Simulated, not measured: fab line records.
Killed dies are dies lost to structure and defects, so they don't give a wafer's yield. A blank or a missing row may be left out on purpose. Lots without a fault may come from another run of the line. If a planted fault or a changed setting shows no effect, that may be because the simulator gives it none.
A struck lot beside a sound one :: flow n5Finfet :: 16 steps out of a route of 1938
Sound: wafers L532.2, L532.3, L532.4. Struck: wafers L544.1, L544.6 (left out: L544.3, a lot-mate that was not struck); the cause follows at the end.
Order at every step that has rows: each side's tool, ch and its chambers, its first start. Under that, the readings that differ: sound wafers :: struck wafers :: difference of the means :: sigmas: that difference in standard deviations of wafers without a fault.
alike: words and numbers the same on both sides, and readings whose means are apart by under 2 such deviations; not compared: readings that were withheld, readings missing a value for some wafer, numbers with overlapping values and no deviation given by the record, and bounds like >300 which may hide the same value.
A row with sigmas, a row that says differs or no value, or rows on one side alone: a step with any of these is where the two part. Numbers that don't overlap but have no deviation are shown without sigmas and don't part them. Lack of a reading on every wafer of one side parts them only where that side has two or more wafers.

first, 1 step without rows for these wafers: N5_BEOL_M0_SAQP_SRD_93 (time 30 s).
N5_BEOL_M0_SAQP_RECESS_114: chemistry HF/NH3, target SiO2, target depth 14.4 nm, afs cycles 3, sublimation time 60 s.
  sound on vaporEtch-02 ch 0,1, day 6 13:46; struck on vaporEtch-01 ch 0,1, day 10 00:41
  alike: drypumpMotorCurrentA
N5_BEOL_M0_SAQP_SPACER1_ALD_98: deposits SiO2, target thk 12.8 nm, pulse time 1 s, purge time 2 s.
  sound on aldSin-03 ch 1,2,3, day 6 14:10; struck on aldSin-04 ch 0,3, day 10 01:12
  alike: heaterPowerW, precursorPulseHeightRel
then, 2 steps without rows for these wafers: N5_BEOL_M0_SAQP_SPACER1_ETCHBACK_99 (etches SiO2 in CHF3/O2, target depth 15.4 nm, time 7.7 s); N5_BEOL_M0_SAQP_MANDREL1_REMOVE_100 (chemistry HBr/Cl2/O2, target a-Si, stops on SiNx, bt time 10 s).
N5_BEOL_M0_SAQP_CD_MEAS_25: the cd target is 13.1 nm.
  sound on cdSem-01 ch 0, day 6 14:50; struck on cdSem-01 ch 0, day 10 01:58
  alike: cdNm
then, 1 step without rows for these wafers: N5_BEOL_M0_SAQP_ETCH_101 (etches SiNx in CH3F/O2, target depth 29.9 nm, time 42.7 s).
N5_BEOL_M0_SAQP_ETCH_102: etches SiO2 in CF4, target depth 4 nm, time 4.4 s.
  sound on rieSi-05 ch 1,2,3, day 6 14:58; struck on rieSi-06 ch 0,2, day 10 02:07
  alike: drypumpMotorCurrentA, oesProductAu, throttleValvePct
  not compared: rfHoursCounterH
N5_BEOL_M0_SAQP_MANDREL_ETCH_103: etches a-Si in HBr/Cl2, stops on SiCN, target depth 45 nm, bt time 10 s, time 27 s.
  sound on rieSi-05 ch 1,2,3, day 6 15:01; struck on rieSi-06 ch 0,2, day 10 02:08
  alike: drypumpMotorCurrentA, oesProductAu, throttleValvePct
  not compared: rfHoursCounterH
then, 3 steps without rows for these wafers: N5_BEOL_M0_SAQP_RECESS_104 (chemistry HF/NH3, target SiO2, target depth 18 nm, afs cycles 3, sublimation time 60 s); N5_BEOL_M0_SAQP_COAT_105 (time 60 s, resist thk 100 nm); N5_BEOL_M0_SAQP_ETCH_106 (etches SOC in N2/H2, stops on SiNx, target depth 150 nm).
N5_BEOL_M0_SAQP_ETCH_107: etches SiNx in CH3F/O2, target depth 30 nm.
  sound on rieDiel-04 ch 0,1,2, day 6 15:36; struck on rieDiel-03 ch 0,2, day 10 02:53
reading: model.BEOL_M0_SAQP.featureDepthNm (nm)
sound: 29.6 30.2 30.2
struck: 21.6 20.8
difference: -8.8
sigmas: 

reading: model.SOC_of_BEOL_M0_SAQP_COAT_105.thkNm (nm)
sound: 11.2 12.4 12.6
struck: 13.6 16.6
difference: +3.0
sigmas: 
  alike: drypumpMotorCurrentA, oesProductAu, rfVppV, showerheadPlenumPTorr, throttleValvePct
  not compared: rfHoursCounterH
N5_BEOL_M0_SAQP_STRIP_108: strips in N2/H2.
  sound on rieDiel-04 ch 0,1,2, day 6 15:38; struck on rieDiel-03 ch 0,2, day 10 02:55
  alike: drypumpMotorCurrentA, oesProductAu, rfVppV, showerheadPlenumPTorr, throttleValvePct
  not compared: rfHoursCounterH
-- here the record skips 2 days between the struck wafers' starts before and after, leaving off in module BEOL_M0_SAQP and picking up in module BEOL_M4 (first step shown: number 1111 of the route) --
N5_BEOL_M4_RC_MEAS_101:
  sound on prober-02 ch 0, day 9 03:25; struck on prober-01 ch 0, day 12 04:24
reading: VT_P (mV)
sound: -250 -249 -248
struck: -257 -256
difference: -8
sigmas: -2
  alike: DIBL_N, DIBL_P, IOFF_N, IOFF_P, ION_N, ION_P, SS_N, SS_P, VT_N
then, 1 step without rows for these wafers: N5_PASSIVATION_PROBE_49.

WHERE THEY PART
Only at N5_BEOL_M4_RC_MEAS_101, as far as this record shows.

WHY: what had been put in by the simulator
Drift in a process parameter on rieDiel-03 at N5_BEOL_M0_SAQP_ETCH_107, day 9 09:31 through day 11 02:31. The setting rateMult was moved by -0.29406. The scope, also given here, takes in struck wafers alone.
